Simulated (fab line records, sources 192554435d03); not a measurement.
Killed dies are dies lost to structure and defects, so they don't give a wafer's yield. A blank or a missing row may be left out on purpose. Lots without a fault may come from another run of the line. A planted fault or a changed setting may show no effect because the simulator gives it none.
Problem report in the 8D (eight disciplines) form, filled by code | flow n5_finfet | the parts of the form that need people (team, actions taken, sign-off) are left out

1. THE PROBLEM
raw_defect_count at N5_BEOL_M5_INSPECT_13 reads a mean of 970 on 2 wafers of 2 lots; wafers without a fault read 391 with a standard deviation of 99. That is +5.8 standard deviations from the usual mean.
The step: inspects for defects (brightfield).
First seen on wafer L436.1, day 13 05:53, on defect_inspect-02. The record holds 30 wafers of 10 lots with a number at this step. Rule for "out", or "out of limits": more than 4 standard deviations from the usual mean. The other wafers with a number count as sound.

2. WHAT IT IS AND WHAT IT IS NOT
question                    | is                                   | is not
which readings at this step | raw_defect_count                     | -
which lots                  | L436, L439                           | L418, L419, L420, L422, L423, L425, L428, L440
which wafers of those lots  | L436.1, L439.3                       | L436.2, L436.4, L439.1, L439.2
read on which gauges        | defect_inspect-01, defect_inspect-02 | -
when                        | from day 13 05:53                    | up to then (23 sound wafers); but 5 sound wafers of L439, L440 came after

3. SUSPECTS, AND WHAT RULES EACH OUT
Counting: a tool at a process step up to the reading stays a suspect if it ran every lot that is out. Sound lots after the first of them don't rule it out here, since some wafers of a struck lot are sound.
- the gauge at N5_BEOL_M5_INSPECT_13: ruled out. The wafers that are out were read on 2 gauges (defect_inspect-01, defect_inspect-02).
- cvd_co-02 at N5_BEOL_M4_PRE_CLEAN_60 (time 15 s): kept. It ran every lot that is out, first L436 (day 13 00:07); its last sound lot up to then is L425 (day 11 06:40).
- pvd_sputter-03 at N5_BEOL_M5_HM_DEP_02 (deposits TiN, target thk 20 nm): kept. It ran every lot that is out, first L436 (day 13 05:17); its last sound lot up to then is L428 (day 12 01:39).
Left after counting: cvd_co-02 at N5_BEOL_M4_PRE_CLEAN_60, pvd_sputter-03 at N5_BEOL_M5_HM_DEP_02.

4. THE CAUSE (what the simulator had put in)
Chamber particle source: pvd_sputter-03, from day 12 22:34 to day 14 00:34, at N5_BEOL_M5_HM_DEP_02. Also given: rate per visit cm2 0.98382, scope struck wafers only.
Counting left 2 suspects, and this tool is among them.

5. THE CHAIN OF EFFECTS, in route order
Each row: a reading whose mean over the struck wafers that have a number lies more than 3 standard deviations from the usual. Only readings for which the record gives a usual standard deviation are gone through. hours: the time from each lot's start at the first step in this table that gives one to its start at this step, as a median over the lots. sigmas: the change in usual standard deviations.
hours | step                    | reading              | usual  | on struck wafers | change | sigmas
0     | N5_BEOL_M5_INSPECT_13   | raw_defect_count     | 391    | 970              | +578   | +5.8
4     | N5_BEOL_M5_INSPECT_30   | raw_defect_count     | 392    | 1006             | +614   | +6.3
109   | N5_PASSIVATION_PROBE_49 | defect_limited_yield | 91.5 % | 80.5             | -11.0  | -7.9
109   | N5_PASSIVATION_PROBE_49 | killed_at_M4_up      | 13     | 138              | +125   | +24
109   | N5_PASSIVATION_PROBE_49 | killed_dies          | 100    | 230              | +130   | +7.7
109   | N5_PASSIVATION_PROBE_49 | sort_bin_5_function  | 5.0 %  | 13.4             | +8.4   | +9.0
109   | N5_PASSIVATION_PROBE_49 | sort_n_pass          | 1080   | 950              | -130   | -7.7
109   | N5_PASSIVATION_PROBE_49 | sort_yield_pct       | 91.5 % | 80.5             | -11.0  | -7.9
The process steps in it:
- N5_PASSIVATION_PROBE_49

6. WHAT WOULD HAVE CAUGHT IT SOONER
In this record the first reading out of limits at a measuring or inspecting step was taken at day 13 05:53, 7 hours after the fault began at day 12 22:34.
Of the tool readings at N5_BEOL_M5_HM_DEP_02 for which the record gives a usual standard deviation, none was out on any struck wafer, so an alarm limit of 4 standard deviations on them would not have fired.
Of the lots that are out (2), L439 began N5_BEOL_M5_HM_DEP_02 on pvd_sputter-03 after day 13 05:53. A hold on the tool at that time would have spared it.
